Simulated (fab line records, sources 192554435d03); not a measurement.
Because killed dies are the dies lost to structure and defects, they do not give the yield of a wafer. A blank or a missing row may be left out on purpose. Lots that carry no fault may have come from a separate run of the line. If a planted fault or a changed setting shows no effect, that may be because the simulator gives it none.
What tool caused it? ; flow n5-finfet ; 28 wafers from 10 lots sampled at 5 of the route's 1938 steps

WHAT EACH GAUGE READ, for each wafer
No reading from a measuring or inspecting step in the record can be judged against a usual standard deviation.

EACH LOT AND THE TOOL THAT RAN IT (in order: tool; ch and the chambers of the sampled wafers; start)
lot;N5_BEOL_M15_ILD_DEP_00;N5_BEOL_M15_ETCH_57;N5_BEOL_M15_TRENCH_ETCH_34;N5_BEOL_M15_SPUTTER_43;N5_BEOL_M15_CMP_49
L897;pecvd-03 ch 0,1,2, day 12 01:17;rie-diel-03 ch 1,2,3, day 12 02:40;rie-diel-01 ch 0,1,3, day 12 03:44;pvd-sputter-02, day 12 05:52;cmp-04 ch 0,1,3, day 12 06:41
L898;pecvd-03 ch 0,1,2, day 12 05:03;rie-diel-03 ch 1,2, day 12 06:31;rie-diel-06 ch 0,1, day 12 07:31;pvd-sputter-03, day 12 10:37;cmp-04 ch 1,2, day 12 11:26
L903;pecvd-01 ch 0,2, day 14 03:45;rie-diel-06 ch 1,2, day 14 05:00;rie-diel-01 ch 1,3, day 14 06:05;pvd-sputter-02, day 14 07:44;cmp-01 ch 0,3, day 14 09:00
L905;pecvd-04 ch 1,2, day 14 11:28;rie-diel-01 ch 0,1, day 14 12:51;rie-diel-01 ch 0,1, day 14 13:55;pvd-sputter-03, day 14 14:38;cmp-02 ch 0,1, day 14 19:26
L911;pecvd-01 ch 1,2, day 16 01:53;rie-diel-06 ch 2,3, day 16 03:08;rie-diel-03 ch 1,3, day 16 04:05;pvd-sputter-02, day 16 05:23;cmp-04 ch 0,1,3, day 16 06:45
L912;pecvd-04 ch 0,1, day 16 07:11;rie-diel-01 ch 2,3, day 16 08:29;rie-diel-03 ch 2,3, day 16 09:31;pvd-sputter-03, day 16 14:05;cmp-01 ch 0,1,2, day 16 15:31
L910;pecvd-01 ch 0,1, day 16 09:18;rie-diel-03 ch 2,3, day 16 10:38;rie-diel-01 ch 0,1, day 16 11:51;pvd-sputter-02, day 16 14:08;cmp-01 ch 1,2,3, day 16 16:03
L914;pecvd-04 ch 0,1,2, day 17 04:23;rie-diel-06 ch 0,3, day 17 05:49;rie-diel-03 ch 0,1,2, day 17 06:56;pvd-sputter-02, day 17 08:46;cmp-01 ch 0,1,3, day 17 09:37
L917;pecvd-01 ch 0,2, day 17 13:26;rie-diel-01 ch 2,3, day 17 14:55;rie-diel-03 ch 1,2, day 17 15:52;pvd-sputter-02, day 17 18:13;cmp-02 ch 2,3, day 17 19:30
L920;pecvd-01 ch 2, day 18 19:08;rie-diel-01 ch 1,2, day 18 20:54;rie-diel-03 ch 2,3, day 18 21:51;pvd-sputter-02, day 19 00:14;cmp-04 ch 1,2, day 19 01:03
- N5_BEOL_M15_ILD_DEP_00: deposits SiO2 from TEOS/O2, target thk 1629.3 nm, time 346.1 s.
- N5_BEOL_M15_ETCH_57: etches SOC in N2/H2, time 750 s.
- N5_BEOL_M15_TRENCH_ETCH_34: etches SiO2 in C4F8/O2/Ar, target depth 872.93 nm, time 199 s.
- N5_BEOL_M15_SPUTTER_43: material TaN, target thk 15 nm, time 24.19 s.
- N5_BEOL_M15_CMP_49: polishes, stops on SiO2, t overpolish 4.9 s, target thk 850 nm.

WHAT THE TOOLS THEMSELVES READ (means of the sampled wafers that have a number; where no wafer has one, the mark that the record gives instead)
N5_BEOL_M15_ILD_DEP_00. Usual: heater-power-w 464 W, standard deviation 83; showerhead-plenum-p-Torr 8.35 Torr, standard deviation 0.032; throttle-valve-pct 19.0 %, standard deviation 1.2.
lot;tool;heater-power-w (W);showerhead-plenum-p-Torr (Torr);throttle-valve-pct (%);flag
L897;pecvd-03;539;8.35;18.9;
L898;pecvd-03;477;8.35;19.1;
L903;pecvd-01;395;8.34;19.2;
L905;pecvd-04;465;8.36;19.0;
L911;pecvd-01;430;8.35;20.0;
L912;pecvd-04;560;8.40;19.1;
L910;pecvd-01;448;8.35;19.3;
L914;pecvd-04;461;8.36;18.8;
L917;pecvd-01;450;8.36;18.9;
L920;pecvd-01;424;8.34;20.4;

N5_BEOL_M15_ETCH_57. Usual: drypump-motor-current-A 5.54 A, standard deviation 0.28; oes-product-au 0.79 a.u., standard deviation 0.092; rf-vpp-V 523.3 V, standard deviation 2.8; showerhead-plenum-p-Torr 2.52 Torr, standard deviation 0.096; throttle-valve-pct 17.74 %, standard deviation 0.25.
lot;tool;drypump-motor-current-A (A);oes-product-au (a.u.);rf-vpp-V (V);showerhead-plenum-p-Torr (Torr);throttle-valve-pct (%);flag
L897;rie-diel-03;5.40;0.72;521.1;2.46;17.97;
L898;rie-diel-03;5.26;0.73;521.6;2.46;18.03;
L903;rie-diel-06;5.98;0.82;525.0;2.61;17.66;
L905;rie-diel-01;5.43;0.72;525.3;2.59;17.94;
L911;rie-diel-06;5.37;0.88;527.4;2.70;17.60;
L912;rie-diel-01;5.68;0.79;521.8;2.45;17.68;
L910;rie-diel-03;5.47;0.76;523.6;2.50;18.16;
L914;rie-diel-06;5.33;0.84;525.2;2.61;17.53;
L917;rie-diel-01;5.70;0.81;522.4;2.46;17.67;
L920;rie-diel-01;5.63;0.90;524.7;2.54;17.61;

N5_BEOL_M15_TRENCH_ETCH_34. Usual: drypump-motor-current-A 5.49 A, standard deviation 0.28; oes-product-au 0.79 a.u., standard deviation 0.097; rf-vpp-V 2222 V, standard deviation 21; showerhead-plenum-p-Torr 3.40 Torr, standard deviation 0.11; throttle-valve-pct 30.85 %, standard deviation 0.29.
lot;tool;drypump-motor-current-A (A);oes-product-au (a.u.);rf-vpp-V (V);showerhead-plenum-p-Torr (Torr);throttle-valve-pct (%);flag
L897;rie-diel-01;5.45;0.75;2227;3.44;30.88;
L898;rie-diel-06;5.63;0.85;2241;3.48;30.62;
L903;rie-diel-01;5.65;0.72;2215;3.38;30.75;
L905;rie-diel-01;5.24;0.74;2236;3.47;31.03;
L911;rie-diel-03;5.38;0.79;2209;3.23;30.77;
L912;rie-diel-03;5.45;0.76;2236;3.39;31.36;
L910;rie-diel-01;5.42;0.89;2231;3.48;30.80;
L914;rie-diel-03;5.36;0.79;2205;3.32;30.94;
L917;rie-diel-03;5.28;0.70;2220;3.29;31.15;
L920;rie-diel-03;5.50;0.77;2232;3.38;31.25;

N5_BEOL_M15_SPUTTER_43. Usual: throttle-valve-pct 30.2 %, standard deviation 0.98.
lot;tool;throttle-valve-pct (%);flag
L897;pvd-sputter-02;30.6;
L898;pvd-sputter-03;30.6;
L903;pvd-sputter-02;30.1;
L905;pvd-sputter-03;30.5;
L911;pvd-sputter-02;29.9;
L912;pvd-sputter-03;30.2;
L910;pvd-sputter-02;29.9;
L914;pvd-sputter-02;29.9;
L917;pvd-sputter-02;29.2;
L920;pvd-sputter-02;29.1;

N5_BEOL_M15_CMP_49. Usual: barrier-field-endpoint-s 11.47 s, standard deviation 0.25; motor-current-A 7.9 A, standard deviation 0.68; platen-rpm 80.00 rpm, standard deviation 0.053.
lot;tool;barrier-field-endpoint-s (s);motor-current-A (A);platen-rpm (rpm);flag
L897;cmp-04;11.29;8.2;79.98;
L898;cmp-04;11.25;8.6;80.06;
L903;cmp-01;11.50;7.0;80.05;
L905;cmp-02;11.27;7.6;79.98;
L911;cmp-04;11.94;7.7;80.02;
L912;cmp-01;11.53;8.4;80.00;
L910;cmp-01;11.41;8.0;80.00;
L914;cmp-01;10.64;8.0;79.94;OFF
L917;cmp-02;9.27;8.1;80.06;OFF
L920;cmp-04;8.77;8.3;80.00;OFF

THE ANSWER, worked out from the rows above alone
Rule: a lot counts as off when the mean over its wafers that have a number is more than 3 standard deviations away from the usual mean. Also off: a lot with no number at a reading for which 4 or more lots have one. Where the step has rows for the other lots, those lots are counted as sound. After the gauges, taken in route order, come the tools' own readings; for these a lot's mean is taken, as printed above. At the first step where some lot is off, the reading lying furthest off is the one used; lots without a number count as furthest.
Off, at N5_BEOL_M15_CMP_49 on barrier-field-endpoint-s: L914, L917, L920.
A tool fits if, at that step or a process step before it, it ran every lot that is off, and no sound lot after the first of them. Can't be told from this: 2 tools fit, rie-diel-03 at N5_BEOL_M15_TRENCH_ETCH_34, pvd-sputter-02 at N5_BEOL_M15_SPUTTER_43.

WHAT THE SIMULATOR HAD PUT IN
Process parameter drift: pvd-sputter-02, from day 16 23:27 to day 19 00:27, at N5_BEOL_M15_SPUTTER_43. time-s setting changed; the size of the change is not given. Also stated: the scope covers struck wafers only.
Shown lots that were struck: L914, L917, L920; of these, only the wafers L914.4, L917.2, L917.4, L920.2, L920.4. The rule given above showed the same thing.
